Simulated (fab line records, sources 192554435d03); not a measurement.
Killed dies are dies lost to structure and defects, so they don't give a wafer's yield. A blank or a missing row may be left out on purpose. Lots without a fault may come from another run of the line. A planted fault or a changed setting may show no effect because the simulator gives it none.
Split-lot experiment | flow n5_finfet | 7 lots, 21 wafers read, on a route of 1938 steps

THE SPLIT
At N5_BEOL_M9_EXPOSE_08 (exposes mask M9), the setting dose_mj was moved away from the recipe's 53.75 on 8 of the 21 wafers read, by -7.0% to +3.2%. The other wafers ran this setting at the recipe's value.

FROM THE SPLIT TO THE READING: what the file shows between them, 15 steps
- N5_BEOL_M9_PEB_09: peb time 60 s
- N5_BEOL_M9_DEVELOP_10: develop time 30 s
- N5_BEOL_M9_CD_MEAS_11: target cd 64.1 nm
- N5_BEOL_M9_DESCUM_16: chemistry O2, time 7.9 s
- N5_BEOL_M9_ETCH_61: etches SiARC in CF4, target depth 39 nm, time 65 s
- N5_BEOL_M9_ETCH_62: etches SOC in N2/H2, target depth 110 nm, overetch 22 nm, time 165 s
- N5_BEOL_M9_STRIP_68: strips in N2/H2
- N5_BEOL_M9_STRIP_67: strips in CF4
- N5_BEOL_M9_HM_OPEN_17: chemistry Cl2/BCl3, target TiN, target depth 20 nm, overetch 6 nm
- N5_BEOL_M9_STRIP_19: strips in O2
- N5_BEOL_M9_CD_MEAS_18: pitch 140 nm, target cd 70 nm
- N5_BEOL_M9_COAT_63: time 60 s, resist thk 60 nm
- N5_BEOL_M9_COAT_64: time 60 s, resist thk 12 nm
- N5_BEOL_M9_PRECLEAN_42: cleans in residue remover, time 60 s
- N5_BEOL_M9_SRD_43: time 30 s

THE READING
cd_nm, in nm, at N5_BEOL_M9_CD_MEAS_35 (target cd 70 nm, target cd y 40 nm). Fault-free wafers of this fab line usually give 69.8 nm, standard deviation 0.62 nm.

wafer  | tool, chamber at the split | dose_mj as run | against the recipe | cd_nm, nm | against lot-mates on the recipe
L075.1 | arfi_scanner-02, 0         | 53.75          | recipe             | 70.2      | -
L075.4 | arfi_scanner-02, 0         | 53.75          | recipe             | 70.2      | -
L075.5 | arfi_scanner-02, 0         | 53.75          | recipe             | 69.9      | -
L078.1 | arfi_scanner-02, 0         | 53.75          | recipe             | 70.2      | -
L078.2 | arfi_scanner-02, 0         | 53.75          | recipe             | 69.9      | -
L078.4 | arfi_scanner-02, 0         | 53.75          | recipe             | 70.1      | -
L084.2 | arfi_scanner-02, 0         | 53.75          | recipe             | 69.4      | -
L084.3 | arfi_scanner-02, 0         | 50.93          | -5.2%              | 65.9      | -3.5
L084.5 | arfi_scanner-02, 0         | 50.93          | -5.2%              | 67.0      | -2.4
L085.2 | arfi_scanner-01, 0         | 50.94          | -5.2%              | 66.6      | -2.6
L085.4 | arfi_scanner-01, 0         | 53.75          | recipe             | 69.2      | -
L085.6 | arfi_scanner-01, 0         | 50.94          | -5.2%              | 66.9      | -2.3
L089.1 | arfi_scanner-02, 0         | 53.75          | recipe             | 69.2      | -
L089.4 | arfi_scanner-02, 0         | 51.71          | -3.8%              | 68.0      | -1.2
L089.5 | arfi_scanner-02, 0         | 51.71          | -3.8%              | 68.2      | -1.0
L096.1 | arfi_scanner-03, 0         | 53.75          | recipe             | 69.5      | -
L096.2 | arfi_scanner-03, 0         | 55.48          | +3.2%              | 71.5      | +1.9
L096.3 | arfi_scanner-03, 0         | 53.75          | recipe             | 69.7      | -
L097.2 | arfi_scanner-03, 0         | 53.75          | recipe             | 69.7      | -
L097.4 | arfi_scanner-03, 0         | 49.97          | -7.0%              | 66.7      | -3.4
L097.6 | arfi_scanner-03, 0         | 53.75          | recipe             | 70.5      | -

THE FIT
A straight line over all 21 wafers: cd_nm changes by +0.543 nm for each +1% of dose_mj; r = +0.96; the points scatter about the line by 0.46 nm.
The same after taking each lot's own level away (the mean of its wafers on the recipe; 21 wafers): +0.489 nm for each +1%; r = +0.97; scatter 0.37 nm.
On that fit, the largest move of dose_mj shifts the reading by 3.4 nm.
The lots' own levels span 69.20 to 70.10 nm, that is 1.5 times the standard deviation above.
So the lot-to-lot level changes the slope: the two fits differ.
Check: with one of the wafers moved furthest among these (-7.0%) left out of the fit, the line predicts -3.37 nm for it against its lot-mates. It came out at -3.4 nm against them.

OTHER SPLITS ON THESE WAFERS
These wafers also went through other splits before the reading. Each is held against what the fit with the lots' levels taken away leaves over:
other split on the same wafers | wafers away from the commonest value | r with cd_nm (lot level and that fit taken away)
N5_BEOL_M8_DESCUM_16 time_s    | 6                                    | -0.03
N5_BEOL_M9_COAT_60 spin_rpm    | 6                                    | +0.43

THE WHOLE CHAIN: every reading that the file lists as answering this split, in the file's order
step                  | what it does                                                      | reading                                                               | change (the file's fit)               | r (the file's)
N5_BEOL_M9_CD_MEAS_11 | target cd 64.1 nm                                                 | cd_nm                                                                 | +0.524 nm for each +1% of the setting | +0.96
N5_BEOL_M9_ETCH_61    | etches SiARC in CF4, target depth 39 nm, time 65 s                | BEOL_M9.cd_offset_nm (the simulator's own value, which no gauge read) | +0.46 nm for each +1% of the setting  | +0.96
N5_BEOL_M9_HM_OPEN_17 | chemistry Cl2/BCl3, target TiN, target depth 20 nm, overetch 6 nm | BEOL_M9.cd_offset_nm (the simulator's own value, which no gauge read) | +0.478 nm for each +1% of the setting | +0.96
N5_BEOL_M9_CD_MEAS_18 | pitch 140 nm, target cd 70 nm                                     | cd_nm                                                                 | +0.495 nm for each +1% of the setting | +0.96
N5_BEOL_M9_CD_MEAS_35 | target cd 70 nm, target cd y 40 nm                                | cd_nm                                                                 | +0.489 nm for each +1% of the setting | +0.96

THE FILE'S OWN FIT
cd_nm changes by +0.489 nm for each +1% of dose_mj, r = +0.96.
